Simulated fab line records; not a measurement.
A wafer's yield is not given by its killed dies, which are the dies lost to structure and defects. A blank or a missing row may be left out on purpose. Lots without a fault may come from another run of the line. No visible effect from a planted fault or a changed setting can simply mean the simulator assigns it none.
Matching of chambers / flow nandHarc / NHARC_A_ZERO_WELL_DESCUM_12 on rieDiel-06 has 4 sister chambers
The step chemistry O2, time 3 s. 4 wafers are shown with their chamber, then 7 later ones without.

WAFERS PAIRED WITH THEIR CHAMBERS
wafer=L667.3; chamber=2; drypumpMotorCurrentA (A)=5.6
wafer=L667.5; chamber=3; drypumpMotorCurrentA (A)=5.6
wafer=L677.1; chamber=0; drypumpMotorCurrentA (A)=5.6
wafer=L677.3; chamber=1; drypumpMotorCurrentA (A)=5.1

WAFERS WITH NO CHAMBER GIVEN
wafer=L677.6; drypumpMotorCurrentA (A)=5.6
wafer=L678.1; drypumpMotorCurrentA (A)=5.6
wafer=L678.4; drypumpMotorCurrentA (A)=5.5
wafer=L678.5; drypumpMotorCurrentA (A)=5.1
wafer=L681.1; drypumpMotorCurrentA (A)=5.6
wafer=L681.3; drypumpMotorCurrentA (A)=5.6
wafer=L681.5; drypumpMotorCurrentA (A)=5.6

EACH ONE'S CHAMBER
wafer=L677.6; from the rows above=can't be placed: 0 or 2 or 3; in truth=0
wafer=L678.1; from the rows above=can't be placed: 0 or 2 or 3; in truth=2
wafer=L678.4; from the rows above=can't be placed: 0 or 2 or 3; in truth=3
wafer=L678.5; from the rows above=1; in truth=1
wafer=L681.1; from the rows above=can't be placed: 0 or 2 or 3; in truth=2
wafer=L681.3; from the rows above=can't be placed: 0 or 2 or 3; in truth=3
wafer=L681.5; from the rows above=can't be placed: 0 or 2 or 3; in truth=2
Placed correctly: 1 of 7. These rows do not allow placing 6 (true chamber among the candidates in 6). 0 placed wrongly.
How it was worked out, from the rows above alone: a wafer's distance from a chamber is the root of the sum, over the readings, of the square of ((its reading less the chamber's mean) divided by the reading's scatter). The wafer belongs to the nearest chamber; if the next one is less than 2 further off, it can't be placed. A chamber's mean is the mean of its shown wafers. The scatter: with one shown wafer a chamber, the root of the mean of the squares of how far each hidden wafer lies from its nearest shown one.
